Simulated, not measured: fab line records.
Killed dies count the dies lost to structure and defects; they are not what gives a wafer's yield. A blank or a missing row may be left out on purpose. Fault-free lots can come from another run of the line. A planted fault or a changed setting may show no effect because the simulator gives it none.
Lot-split experiment | flow n5Finfet | on a route of 1938 steps: 7 lots, 21 wafers read

THE SPLIT
At N5_BEOL_M2_ALD_98 (deposits SiO2, target thk 2.5 nm, pulse time 1 s, co reactant pulse time 1 s), the setting aldCycles was moved away from the recipe's 17 on 8 of the 21 wafers read, by -5.9% to +17.6%. All remaining wafers had this setting at the recipe value.

The reading is taken at the split's own step.

THE READING
SiO2_of_BEOL_M2_ALD_98.thkNm (the simulator's own value, which no gauge read), in nm, at N5_BEOL_M2_ALD_98 (deposits SiO2, target thk 2.5 nm, pulse time 1 s, co reactant pulse time 1 s). There is no usual value for it anywhere in the file. The 13 wafers here that ran the recipe average 2.6 nm, standard deviation 0.084 nm.

wafer  | tool, chamber at the split | aldCycles as run | against the recipe | SiO2_of_BEOL_M2_ALD_98.thkNm, nm | against lot-mates on the recipe
L076.3 | aldSin-01, 1               | 17               | recipe             | 2.6                              | -
L076.5 | aldSin-01, 1               | 17               | recipe             | 2.6                              | -
L076.4 | aldSin-01, 3               | 16               | -5.9%              | 2.4                              | -0.2
L079.1 | aldSin-01, 0               | 19               | +11.8%             | 2.8                              | +0.4
L079.6 | aldSin-01, 0               | 19               | +11.8%             | 2.8                              | +0.4
L079.5 | aldSin-01, 2               | 17               | recipe             | 2.4                              | -
L087.4 | aldSin-01, 2               | 17               | recipe             | 2.6                              | -
L087.5 | aldSin-01, 2,3             | 20               | +17.6%             | 3                                | +0.4
L087.6 | aldSin-01, 2,3             | 20               | +17.6%             | 3                                | +0.4
L086.1 | aldSin-01, 2               | 17               | recipe             | 2.4                              | -
L086.4 | aldSin-01, 3,2             | 16               | -5.9%              | 2.4                              | +0.0
L086.6 | aldSin-01, 3,2             | 16               | -5.9%              | 2.4                              | +0.0
L088.1 | aldSin-03, 0               | 18               | +5.9%              | 2.6                              | +0.0
L088.5 | aldSin-03, 1,2             | 17               | recipe             | 2.6                              | -
L088.6 | aldSin-03, 1,2             | 17               | recipe             | 2.6                              | -
L097.1 | aldSin-03, 2,0,2           | 17               | recipe             | 2.6                              | -
L097.3 | aldSin-03, 2,0,2           | 17               | recipe             | 2.6                              | -
L097.6 | aldSin-03, 2,0,2           | 17               | recipe             | 2.6                              | -
L096.1 | aldSin-03, 2,0             | 17               | recipe             | 2.6                              | -
L096.6 | aldSin-03, 2,0             | 17               | recipe             | 2.6                              | -
L096.2 | aldSin-03, 3               | 17               | recipe             | 2.4                              | -
The file does not say which wafer passed through which chamber wherever a row lists several chambers: such a row stands for several wafers.

THE FIT
A straight line over all 21 wafers: SiO2_of_BEOL_M2_ALD_98.thkNm changes by +0.024 nm for each +1% of aldCycles; r = +0.91; the points scatter about the line by 0.074 nm.
The same after taking each lot's own level away (the mean of its wafers on the recipe; 21 wafers): +0.0231 nm for each +1%; r = +0.90; scatter 0.078 nm.
Per that fit: largest aldCycles move, reading shift of 0.41 nm.
From 2.40 to 2.60 nm: that is the span of the lots' own levels, equal to 2.4 times the standard deviation above.
The two slopes are in agreement: the lot-to-lot level therefore moves the slope only a little.
Check: for one of the wafers moved furthest among these (+17.6%), held out of the fit, the line's prediction against its lot-mates is +0.433 nm. Against them it came out at +0.4 nm.

FURTHER SPLITS ON THESE WAFERS
These wafers also went through other splits before the reading. Each is held against what the fit with the lots' levels taken away leaves over:
other split on the same wafers            | wafers away from the commonest value | r with SiO2_of_BEOL_M2_ALD_98.thkNm (lot level and that fit taken away)
N5_BEOL_M0_SAQP_SPACER2_ALD_26 targetThkA | 6                                    | -0.37
N5_BEOL_M0_SAQP_COAT_87 tempC             | 12                                   | -0.07
N5_BEOL_M0_ETCH_138 sourceW               | 10                                   | -0.14
N5_BEOL_M1_ETCH_70 biasW                  | 6                                    | +0.47
N5_BEOL_M1_TRENCH_ETCH_37 timeS           | 7                                    | +0.30

FILE'S OWN FIT
SiO2_of_BEOL_M2_ALD_98.thkNm changes by +0.0234 nm for each +1% of aldCycles, r = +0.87.
